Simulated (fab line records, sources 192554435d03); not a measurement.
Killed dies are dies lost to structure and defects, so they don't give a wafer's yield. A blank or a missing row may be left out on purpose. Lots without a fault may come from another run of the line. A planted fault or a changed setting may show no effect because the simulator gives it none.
fab line records | flow n5_finfet
record lots=7 wafers=39
route steps=1938 shown WELL_APT@24 FIN_SAQP@96 FIN_CUT@176
start_h: hours from the record's first day to the start of the lot's first wafer shown | wait_h: hours since the lot's step before | " the same as in the row above | L1.1+2: a row that stands for several wafers | - no value, or no start given | * or withheld: withheld | < > ~ a bound
route shown NAME@n: a module of which the file shows steps, and the number in the route of the first | usual: mean/standard deviation of fault-free wafers | same: alike in all rows | chamber/n: place in a boat | sites: the reading at each site | _std_site: their standard deviation | _edge_site: outer sites' mean less inner sites' | radius_mm: how far each site lies from the wafer's centre | mask NAME#n: copy n | behind: the tool/chamber that last shaped the wafer | hold: why the lot was held/for how many hours/how that ended | device: the transistor (n, p or np) that didn't switch | end of line: the same wafers' tests at the end of the route | a step without rows: its recipe alone | killed: dies lost to structure and defects at the first sort, not the wafer's yield | map: a wafer's dies, x killed, . not, _ none there
set.NAME: the setting as run; set.NAME@STEP: as run at that earlier step | model.NAME: the simulator's own value behind a step, which no gauge read
lots whose settings were changed on purpose; a table a step, a row a wafer
## steps
# step N5_WELL_APT_EXPOSE_05
# recipe mask_id=NWELL na=0.8 source_shape=conventional sigma_outer=0.8 polarization=unpolarized defocus_nm=0 target_cd_nm=200 dose_mj=20.3
# columns lot.wafer tool chamber start_h wait_h mask set.dose_mj
L078.2+4+5 krf_scanner-01 0 37.95 - NWELL#0 20.3
L080.1+4+6 krf_scanner-02 0 49.80 - NWELL#0 19.38
L080.2+3+5 " 0 " " NWELL#0 20.3
L081.1+3+4 krf_scanner-02 0 55.47 - NWELL#0 20.3
L081.2+5+6 " 0 " " NWELL#0 21.12
L085.1+3+6 krf_scanner-02 0 79.51 - NWELL#0 21.52
L085.2+4+5 " 0 " " NWELL#0 20.3
L086.1+3+4 krf_scanner-01 0 85.84 - NWELL#0 20.3
L086.2+5+6 " 0 " " NWELL#0 20.97
L089.1+2+6 krf_scanner-02 0 103.72 - NWELL#0 21.64
L089.3+4+5 " 0 " " NWELL#0 20.3
L096.1+3+5 krf_scanner-02 0 145.65 - NWELL#0 19.33
L096.2+4+6 " 0 " " NWELL#0 20.3
# step N5_WELL_APT_PEB_06
# recipe peb_temp_c=130 peb_time_s=90
# step N5_WELL_APT_DEVELOP_07
# recipe develop_time_s=45 rinse_liquid=surfactant_rinse dry=air_spin dev_temp_c=21
# step N5_WELL_APT_HARDBAKE_12
# recipe temp_c=130 time_s=120
# step N5_WELL_APT_CD_MEAS_08
# recipe target_cd_nm=200 landing_energy_ev=500 detector=se_inlens
# usual cd_nm=198.2/2.4
# columns lot.wafer tool chamber start_h wait_h set.dose_mj@WELL_APT_EXPOSE_05 cd_nm
L078.2 cd_sem-01 0 38.11 - 20.3 196.4
L078.4 " 0 " " 20.3 200.8
L078.5 " 0 " " 20.3 195.4
L080.1 cd_sem-03 0 49.97 - 19.38 191.3
L080.2 " 0 " " 20.3 192.4
L080.3 " 0 " " 20.3 194.4
L080.4 " 0 " " 19.38 190.5
L080.5 " 0 " " 20.3 193.7
L080.6 " 0 " " 19.38 187.6
L081.1 cd_sem-01 0 55.64 - 20.3 203.7
L081.2 " 0 " " 21.12 207.7
L081.3 " 0 " " 20.3 199.1
L081.4 " 0 " " 20.3 197.5
L081.5 " 0 " " 21.12 209.1
L081.6 " 0 " " 21.12 203.4
L085.1 cd_sem-03 0 79.68 - 21.52 209.5
L085.2 " 0 " " 20.3 195.6
L085.3 " 0 " " 21.52 208.3
L085.4 " 0 " " 20.3 198.4
L085.5 " 0 " " 20.3 199.0
L085.6 " 0 " " 21.52 209.2
L086.1 cd_sem-01 0 86.02 - 20.3 199.8
L086.2 " 0 " " 20.97 205.7
L086.3 " 0 " " 20.3 199.0
L086.4 " 0 " " 20.3 200.6
L086.5 " 0 " " 20.97 206.1
L086.6 " 0 " " 20.97 202.7
L089.1 cd_sem-03 0 103.90 - 21.64 207.9
L089.2 " 0 " " 21.64 209.0
L089.3 " 0 " " 20.3 194.8
L089.4 " 0 " " 20.3 202.2
L089.5 " 0 " " 20.3 198.6
L089.6 " 0 " " 21.64 207.8
L096.1 cd_sem-02 0 145.82 - 19.33 187.3
L096.2 " 0 " " 20.3 196.3
L096.3 " 0 " " 19.33 192.5
L096.4 " 0 " " 20.3 195.0
L096.5 " 0 " " 19.33 189.9
L096.6 " 0 " " 20.3 196.6
# step N5_WELL_APT_DESCUM_13
# recipe chemistry=O2 time_s=7.9 source_power_w=50 bias_power_w=20 pressure_mtorr=20 rf_frequency_hz=2.712e+07 temp_c=40 o2_flow_sccm=225
# columns lot.wafer tool chamber start_h wait_h set.dose_mj@WELL_APT_EXPOSE_05 model.WELL_APT.cd_nm
L078.2 rie_diel-05 2 38.35 0.2 20.3 196.3
L078.4 " 1 " " 20.3 200.7
L078.5 " 0 " " 20.3 195.3
L080.1 rie_diel-06 1 50.13 0.1 19.38 190.9
L080.2 " 2 " " 20.3 192.3
L080.3 " 3 " " 20.3 194.4
L080.4 " 0 " " 19.38 190.4
L080.5 " 0 " " 20.3 193.3
L080.6 " 3 " " 19.38 187.9
L081.1 rie_diel-05 1 55.73 0.0 20.3 203.9
L081.2 " 2 " " 21.12 207
L081.3 " 3 " " 20.3 199.3
L081.4 " 1 " " 20.3 197.5
L081.5 " 3 " " 21.12 209.2
L081.6 " 2 " " 21.12 203.3
L085.1 rie_diel-05 3 80.36 0.6 21.52 209.8
L085.2 " 2 " " 20.3 195.1
L085.3 " 0 " " 21.52 208.1
L085.4 " 2 " " 20.3 198.1
L085.5 " 3 " " 20.3 199.3
L085.6 " 0 " " 21.52 209.1
L086.1 rie_diel-06 1 86.11 0.0 20.3 199.9
L086.2 " 3 " " 20.97 205.7
L086.3 " 2 " " 20.3 198.9
L086.4 " 0 " " 20.3 200.6
L086.5 " 3 " " 20.97 206
L086.6 " 0 " " 20.97 203
L089.1 rie_diel-06 2 104.12 0.2 21.64 208
L089.2 " 3 " " 21.64 208.6
L089.3 " 1 " " 20.3 194.8
L089.4 " 3 " " 20.3 202.3
L089.5 " 2 " " 20.3 198.5
L089.6 " 1 " " 21.64 207.9
L096.1 rie_diel-03 2 146.15 0.3 19.33 187.4
L096.2 " 0 " " 20.3 195.8
L096.3 " 3 " " 19.33 192.2
L096.4 " 0 " " 20.3 194.7
L096.5 " 2 " " 19.33 189.6
L096.6 " 3 " " 20.3 196.9
# step N5_FIN_SAQP_HM_DEP_03
# recipe material=SiNx target_thk_a=380 temp_c=400 precursor=SiH4/NH3/N2 pressure_torr=1.5 rf_w=300 time_s=33.6
# columns lot.wafer tool chamber start_h wait_h set.time_s model.SiNx_of_FIN_SAQP_HM_DEP_03.thk_nm
L078.2 pecvd-01 0 45.26 0.2 33.6 37.94
L078.4 " 0 " " 33.6 38.12
L078.5 " 1 " " 33.6 38.17
L080.1 pecvd-01 0 56.90 0.2 33.6 38.04
L080.2 " 2 " " 33.6 37.97
L080.3 " 1 " " 33.6 37.69
L080.4 " 1 " " 33.6 39.09
L080.5 " 0 " " 33.6 39.12
L080.6 " 2 " " 33.6 38.81
L081.1 pecvd-02 2 62.88 0.2 33.6 36.52
L081.2 " 0 " " 33.6 37.57
L081.3 " 1 " " 33.6 36.66
L081.4 " 2 " " 35.4 39.6
L081.5 " 0 " " 35.4 40.11
L081.6 " 1 " " 35.4 39.58
L085.1 pecvd-04 0 87.85 0.2 29.08 33.04
L085.2 " 2 " " 33.6 38.6
L085.3 " 1 " " 33.6 38.29
L085.4 " 0 " " 29.08 33.47
L085.5 " 2 " " 33.6 38.99
L085.6 " 1 " " 29.08 34.21
L086.1 pecvd-02 0 95.66 0.2 33.6 38.4
L086.2 " 2 " " 33.6 37.06
L086.3 " 1 " " 29.98 33.25
L086.4 " 2 " " 33.6 37.61
L086.5 " 0 " " 29.98 34.11
L086.6 " 1 " " 29.98 33.91
L089.1 pecvd-01 0 111.30 0.2 36.92 41.76
L089.2 " 2 " " 33.6 38.02
L089.3 " 0 " " 33.6 38.42
L089.4 " 2 " " 36.92 41.47
L089.5 " 0 " " 36.92 42.38
L089.6 " 2 " " 33.6 37.81
L096.1 pecvd-04 0 154.13 0.2 33.6 38.26
L096.2 " 2 " " 33.6 38.25
L096.3 " 1 " " 33.6 38.16
L096.4 " 2 " " 33.6 38.84
L096.5 " 0 " " 33.6 38.45
L096.6 " 1 " " 33.6 38.6
# step N5_FIN_SAQP_THK_MEAS_05
# usual thk_nm=38.2/0.63
# columns lot.wafer tool chamber start_h wait_h set.time_s@FIN_SAQP_HM_DEP_03 thk_nm
L078.2 film_metro-02 - 45.35 0.1 33.6 37.9
L078.4 " - " " 33.6 38.2
L078.5 " - " " 33.6 38.2
L080.1 film_metro-01 - 56.99 0.1 33.6 38.0
L080.2 " - " " 33.6 38.0
L080.3 " - " " 33.6 37.7
L080.4 " - " " 33.6 39.1
L080.5 " - " " 33.6 39.1
L080.6 " - " " 33.6 38.8
L081.1 film_metro-01 - 62.96 0.1 33.6 36.5
L081.2 " - " " 33.6 37.6
L081.3 " - " " 33.6 36.7
L081.4 " - " " 35.4 39.6
L081.5 " - " " 35.4 40.1
L081.6 " - " " 35.4 39.6
L085.1 film_metro-02 - 87.94 0.1 29.08 33.0
L085.2 " - " " 33.6 38.6
L085.3 " - " " 33.6 38.2
L085.4 " - " " 29.08 33.5
L085.5 " - " " 33.6 39.0
L085.6 " - " " 29.08 34.2
L086.1 film_metro-01 - 95.75 0.1 33.6 38.3
L086.2 " - " " 33.6 37.1
L086.3 " - " " 29.98 33.3
L086.4 " - " " 33.6 37.6
L086.5 " - " " 29.98 34.1
L086.6 " - " " 29.98 34.0
L089.1 film_metro-01 - 111.42 0.1 36.92 41.7
L089.2 " - " " 33.6 38.0
L089.3 " - " " 33.6 38.4
L089.4 " - " " 36.92 41.4
L089.5 " - " " 36.92 42.4
L089.6 " - " " 33.6 37.8
L096.1 film_metro-01 - 154.23 0.1 33.6 38.3
L096.2 " - " " 33.6 38.2
L096.3 " - " " 33.6 38.1
L096.4 " - " " 33.6 38.8
L096.5 " - " " 33.6 38.4
L096.6 " - " " 33.6 38.6
# step N5_FIN_SAQP_PECVD_47
# recipe material=a-Si target_thk_a=450 temp_c=400 precursor=SiH4/He pressure_torr=3 rf_w=100 time_s=36.3
# step N5_FIN_SAQP_PECVD_48
# recipe material=SiNx target_thk_a=250 temp_c=400 precursor=SiH4/NH3/N2 pressure_torr=1.5 rf_w=300 time_s=22.1
# step N5_FIN_SAQP_MANDREL2_REMOVE_60
# recipe chemistry=HBr/Cl2/O2 bt_time_s=10 target=a-Si stop_on=SiNx endpoint=OES-SiCl over_etch_frac=1 icp_w=600 bias_w=22 HBr_flow_sccm=150 Cl2_flow_sccm=80 O2_flow_sccm=5 pressure_mtorr=10
# step N5_FIN_SAQP_HM_OPEN_33
# recipe chemistry=CH3F/O2 target=SiNx mask_material=SiO2 target_depth_a=494 time_s=70.6 pressure_mtorr=30 source_w=395 bias_w=73 Ar_flow_sccm=150 CH3F_flow_sccm=30 O2_flow_sccm=20 ion_energy_ev=120 ends=cleared
# usual etch_rf_on_time_s=70.1/1.6
# columns lot.wafer tool chamber start_h wait_h set.time_s@FIN_SAQP_HM_DEP_03 etch_rf_on_time_s model.etch.depth_nm
L078.2 rie_diel-05 1 51.06 0.1 33.6 69.3 37.04
L078.4 " 3 " " 33.6 72.6 37.5
L078.5 " 1 " " 33.6 69.7 37.27
L080.1 rie_diel-03 3 61.73 0.0 33.6 69.5 37.41
L080.2 " 1 " " 33.6 69.1 37.34
L080.3 " 0 " " 33.6 69.5 37.06
L080.4 " 1 " " 33.6 71.4 38.46
L080.5 " 3 " " 33.6 71.8 38.49
L080.6 " 0 " " 33.6 71.1 38.18
L081.1 rie_diel-03 1 67.58 0.0 33.6 66.7 35.89
L081.2 " 0 " " 33.6 69.7 36.94
L081.3 " 3 " " 33.6 66.7 36.04
L081.4 " 3 " " 35.4 73.0 38.97
L081.5 " 0 " " 35.4 74.5 39.48
L081.6 " 1 " " 35.4 73.0 38.96
L085.1 rie_diel-03 3 92.34 0.0 29.08 60.6 32.41
L085.2 " 1 " " 33.6 71.8 37.98
L085.3 " 2 " " 33.6 70.1 37.38
L085.4 " 2 " " 29.08 61.2 32.84
L085.5 " 1 " " 33.6 72.0 38.36
L085.6 " 3 " " 29.08 62.4 33.29
L086.1 rie_diel-03 2 105.83 0.0 33.6 69.5 37.77
L086.2 " 1 " " 33.6 69.6 36.44
L086.3 " 3 " " 29.98 60.9 32.62
L086.4 " 3 " " 33.6 68.7 36.98
L086.5 " 2 " " 29.98 61.9 33.49
L086.6 " 1 " " 29.98 63.0 33.29
L089.1 rie_diel-03 3 116.38 0.0 36.92 76.8 41.13
L089.2 " 2 " " 33.6 69.3 37.39
L089.3 " 3 " " 33.6 70.5 37.79
L089.4 " 2 " " 36.92 76.1 40.84
L089.5 " 2 " " 36.92 78.1 41.75
L089.6 " 3 " " 33.6 69.5 37.18
L096.1 rie_diel-03 1 159.08 0.0 33.6 67.9 37.63
L096.2 " 2 " " 33.6 68.0 37.36
L096.3 " 3 " " 33.6 70.3 37.53
L096.4 " 2 " " 33.6 69.8 38.21
L096.5 " 1 " " 33.6 68.5 37.82
L096.6 " 3 " " 33.6 70.3 37.7
# step N5_FIN_SAQP_ETCH_34
# recipe chemistry=C4F6/O2 target=SiO2 target_depth_a=450 time_s=15 ion_energy_ev=250 pressure_mtorr=30 source_w=345 bias_w=185 Ar_flow_sccm=300 C4F6_flow_sccm=10 O2_flow_sccm=10 ends=cleared
# columns lot.wafer tool chamber start_h wait_h set.time_s@FIN_SAQP_HM_DEP_03 model.SiNx_of_FIN_SAQP_HM_DEP_03.thk_nm
L078.2 rie_diel-05 1 51.13 0.0 33.6 34.2
L078.4 " 3 " " 33.6 34.6
L078.5 " 1 " " 33.6 34.4
L080.1 rie_diel-03 3 61.80 0.0 33.6 34.6
L080.2 " 1 " " 33.6 34.4
L080.3 " 0 " " 33.6 34.2
L080.4+5 " 1,3 " " 33.6 35.6
L080.6 " 0 " " 33.6 35.4
L081.1 rie_diel-03 1 67.65 0.0 33.6 33
L081.2 " 0 " " 33.6 34
L081.3 " 3 " " 33.6 33.2
L081.4 " 3 " " 35.4 36.2
L081.5 " 0 " " 35.4 36.6
L081.6 " 1 " " 35.4 36
L085.1 rie_diel-03 3 92.41 0.0 29.08 29.6
L085.2 " 1 " " 33.6 35
L085.3 " 2 " " 33.6 34.4
L085.4 " 2 " " 29.08 29.8
L085.5 " 1 " " 33.6 35.4
L085.6 " 3 " " 29.08 30.4
L086.1 rie_diel-03 2 105.90 0.0 33.6 34.8
L086.2 " 1 " " 33.6 33.4
L086.3 " 3 " " 29.98 29.8
L086.4 " 3 " " 33.6 34.2
L086.5+6 " 2,1 " " 29.98 30.4
L089.1 rie_diel-03 3 116.49 0.1 36.92 38.2
L089.2+6 " 2,3 " " 33.6 34.4
L089.3 " 3 " " 33.6 35
L089.4 " 2 " " 36.92 37.8
L089.5 " 2 " " 36.92 38.8
L096.1+3 rie_diel-03 1,3 159.15 0.0 33.6 34.6
L096.2 " 2 " " 33.6 34.4
L096.4 " 2 " " 33.6 35.2
L096.5+6 " 1,3 " " 33.6 34.8
# step N5_FIN_SAQP_FIN_ETCH_36
# recipe chemistry=HBr/Cl2/O2 target_depth_a=1200 mask_material=SiNx time_s=50.4 bias_w=102 pressure_mtorr=10 icp_w=800 HBr_flow_sccm=150 Cl2_flow_sccm=80 O2_flow_sccm=12
# columns lot.wafer tool chamber start_h wait_h set.bias_w set.time_s@FIN_SAQP_HM_DEP_03 model.SiNx_of_FIN_SAQP_HM_DEP_03.thk_nm
L078.2 rie_si-01 1 51.35 0.0 102 33.6 20
L078.4+5 " 3,2 " " 102 33.6 21.2
L080.1+3 rie_si-01 0,2 62.01 0.0 102 33.6 21.2
L080.2 " 1 " " 83.07 33.6 22
L080.4 " 1 " " 83.07 33.6 23.2
L080.5 " 2 " " 83.07 33.6 24.2
L080.6 " 0 " " 102 33.6 22
L081.1+3 rie_si-05 1,2 67.86 0.0 102 33.6 20
L081.2 " 3 " " 102 33.6 21
L081.4 " 0 " " 102 35.4 21.6
L081.5 " 3 " " 102 35.4 23.6
L081.6 " 0 " " 102 35.4 21.4
L085.1 rie_si-03 2 92.63 0.0 84.45 29.08 18
L085.2+3 " 3,1 " " 102 33.6 21.4
L085.4 " 0 " " 84.45 29.08 17.6
L085.5 " 2 " " 84.45 33.6 23.8
L085.6 " 1 " " 102 29.08 17.2
L086.1 rie_si-05 1 106.12 0.0 102 33.6 22.2
L086.2 " 0 " " 102 33.6 19.2
L086.3 " 2 " " 102 29.98 16.8
L086.4 " 3 " " 102 33.6 21
L086.5 " 3 " " 102 29.98 17.4
L086.6 " 0 " " 102 29.98 16
L089.1 rie_si-01 0 116.76 0.0 102 36.92 24.8
L089.2 " 2 " " 118 33.6 20
L089.3 " 1 " " 118 33.6 19.4
L089.4 " 3 " " 102 36.92 24.2
L089.5 " 1 " " 118 36.92 23.4
L089.6 " 2 " " 102 33.6 21.2
L096.1 rie_si-05 2 159.37 0.0 111.2 33.6 20.8
L096.2 " 0 " " 102 33.6 20
L096.3 " 3 " " 102 33.6 21.4
L096.4 " 1 " " 102 33.6 22.6
L096.5 " 1 " " 111.2 33.6 21.6
L096.6 " 2 " " 111.2 33.6 21
# step N5_FIN_SAQP_PRECLEAN_38
# recipe chemistry=O3/DIW time_s=45 temp_c=22 o3_ppm=10
# step N5_FIN_SAQP_PRECLEAN_45
# recipe chemistry=dHF time_s=10 dilution=500:1 temp_c=25
# columns lot.wafer tool chamber start_h wait_h set.time_s@FIN_SAQP_HM_DEP_03 model.SiNx_of_FIN_SAQP_HM_DEP_03.thk_nm
L078.2 wet_bench-02 7 51.52 0.0 33.6 20
L078.4 " 5 " " 33.6 21
L078.5 " 6 " " 33.6 21.2
L080.1+3 wet_bench-03 0,4 62.19 0.0 33.6 21
L080.2 " 1 " " 33.6 22
L080.4 " 7 " " 33.6 23
L080.5 " 2 " " 33.6 24.2
L080.6 " 3 " " 33.6 21.8
L081.1+3 wet_bench-02 4,2 68.04 0.0 33.6 20
L081.2 " 7 " " 33.6 21
L081.4 " 3 " " 35.4 21.6
L081.5 " 5 " " 35.4 23.4
L081.6 " 6 " " 35.4 21.4
L085.1 wet_bench-02 1 92.80 0.0 29.08 17.8
L085.2 " 6 " " 33.6 21.4
L085.3 " 2 " " 33.6 21.2
L085.4 " 7 " " 29.08 17.4
L085.5 " 3 " " 33.6 23.6
L085.6 " 0 " " 29.08 17.2
L086.1 wet_bench-03 6 106.29 0.0 33.6 22
L086.2 " 1 " " 33.6 19.2
L086.3 " 5 " " 29.98 16.8
L086.4 " 3 " " 33.6 21
L086.5 " 4 " " 29.98 17.2
L086.6 " 2 " " 29.98 15.8
L089.1 wet_bench-05 7 116.94 0.0 36.92 24.6
L089.2 " 3 " " 33.6 19.8
L089.3 " 4 " " 33.6 19.2
L089.4 " 5 " " 36.92 24.2
L089.5 " 6 " " 36.92 23.2
L089.6 " 2 " " 33.6 21.2
L096.1+6 wet_bench-03 7,0 159.54 0.0 33.6 20.8
L096.2 " 1 " " 33.6 19.8
L096.3+5 " 3,4 " " 33.6 21.4
L096.4 " 2 " " 33.6 22.6
# step N5_FIN_CUT_CUT_ETCH_15
# recipe chemistry=HBr/Cl2/O2 target=Si target_depth_a=1000 bt_time_s=10 mask_material=SOC time_s=42.4 ion_energy_ev=* bias_w=* pressure_mtorr=10 icp_w=800 HBr_flow_sccm=150 Cl2_flow_sccm=80 O2_flow_sccm=12
# columns lot.wafer tool chamber start_h wait_h set.time_s model.etch.depth_nm model.FIN_CUT.feature_depth_nm model.SOC_of_FIN_CUT_COAT_18.thk_nm
L078.2 rie_si-06 0 52.80 0.1 42.4 99.39 99.4 170.4
L078.4 " 1 " " 42.4 100.8 100.8 168.2
L078.5 " 1 " " 42.4 99.9 99.8 170
L080.1 rie_si-06 3 63.35 0.1 32.98 76.63 76.6 177.8
L080.2 " 1 " " 42.4 100.4 100.4 169.4
L080.3 " 0 " " 32.98 77.2 77.2 178.6
L080.4 " 2 " " 32.98 79.26 79.2 179
L080.5 " 2 " " 42.4 101.2 101.2 168.6
L080.6 " 1 " " 42.4 101.2 101.2 170.2
L081.1 rie_si-04 1 69.17 0.1 37.55 87.75 87.8 175.4
L081.2 " 0 " " 42.4 99.45 99.4 170
L081.3 " 3 " " 37.55 85.69 85.6 175
L081.4 " 2 " " 42.4 100.9 101 168.6
L081.5 " 2 " " 37.55 90.14 90.2 172.4
L081.6 " 3 " " 42.4 96.82 96.8 171.8
L085.1 rie_si-04 3 93.93 0.1 32.53 74.31 74.4 180.4
L085.2 " 2 " " 32.53 78.15 78.2 178.8
L085.3 " 0 " " 42.4 99.72 99.8 170.6
L085.4 " 1 " " 32.53 75.09 75 179.6
L085.5 " 0 " " 42.4 99.84 99.8 170.6
L085.6 " 3 " " 42.4 96.95 97 171.8
L086.1 rie_si-04 0 107.57 0.1 45.27 106.5 106.4 168.4
L086.2 " 3 " " 45.27 102.7 102.8 169.2
L086.3 " 1 " " 42.4 97.31 97.4 172
L086.4 " 2 " " 42.4 100.3 100.2 170.4
L086.5 " 1 " " 45.27 104.3 104.2 169
L086.6 " 0 " " 42.4 99.79 99.8 171.2
L089.1 rie_si-04 2 118.20 0.1 42.4 100.2 100.2 169.2
L089.2 " 3 " " 47.2 106 106 166.8
L089.3 " 0 " " 42.4 99.47 99.4 169.6
L089.4 " 1 " " 47.2 109 109 166
L089.5 " 1 " " 42.4 97.34 97.4 171.2
L089.6 " 0 " " 47.2 110.9 111 164.8
L096.1 rie_si-02 2 160.71 0.1 42.4 96.49 96.4 170.4
L096.2 " 3 " " 46.72 107.2 107.2 168
L096.3 " 0 " " 46.72 106.2 106.2 167.8
L096.4 " 1 " " 42.4 95.87 95.8 170.6
L096.5 " 2 " " 46.72 106.9 107 166
L096.6 " 3 " " 42.4 98.14 98.2 171.2
## key
split step=N5_WELL_APT_EXPOSE_05 setting=dose_mj stated=20.3 by=wafer
response step=N5_WELL_APT_CD_MEAS_08 reading=cd_nm change=+1.47 per=1% r=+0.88
response step=N5_WELL_APT_DESCUM_13 reading=model.WELL_APT.cd_nm change=+1.47 per=1% r=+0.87
split step=N5_FIN_SAQP_HM_DEP_03 setting=time_s stated=33.6 by=wafer
response step=N5_FIN_SAQP_HM_DEP_03 reading=model.SiNx_of_FIN_SAQP_HM_DEP_03.thk_nm change=+0.385 per=1% r=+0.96
response step=N5_FIN_SAQP_THK_MEAS_05 reading=thk_nm change=* per=1% r=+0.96
response step=N5_FIN_SAQP_HM_OPEN_33 reading=etch_rf_on_time_s change=* per=1% r=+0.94
response step=N5_FIN_SAQP_HM_OPEN_33 reading=model.etch.depth_nm change=+0.385 per=1% r=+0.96
response step=N5_FIN_SAQP_ETCH_34 reading=model.SiNx_of_FIN_SAQP_HM_DEP_03.thk_nm change=+0.381 per=1% r=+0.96
response step=N5_FIN_SAQP_FIN_ETCH_36 reading=model.SiNx_of_FIN_SAQP_HM_DEP_03.thk_nm change=+0.365 per=1% r=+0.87
response step=N5_FIN_SAQP_PRECLEAN_45 reading=model.SiNx_of_FIN_SAQP_HM_DEP_03.thk_nm change=+0.366 per=1% r=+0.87
split step=N5_FIN_SAQP_FIN_ETCH_36 setting=bias_w stated=102 by=wafer
response none clear
split step=N5_FIN_CUT_CUT_ETCH_15 setting=time_s stated=42.4 by=wafer
response step=N5_FIN_CUT_CUT_ETCH_15 reading=model.etch.depth_nm change=+0.988 per=1% r=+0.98
response step=N5_FIN_CUT_CUT_ETCH_15 reading=model.FIN_CUT.feature_depth_nm change=+0.989 per=1% r=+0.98
response step=N5_FIN_CUT_CUT_ETCH_15 reading=model.SOC_of_FIN_CUT_COAT_18.thk_nm change=-0.379 per=1% r=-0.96
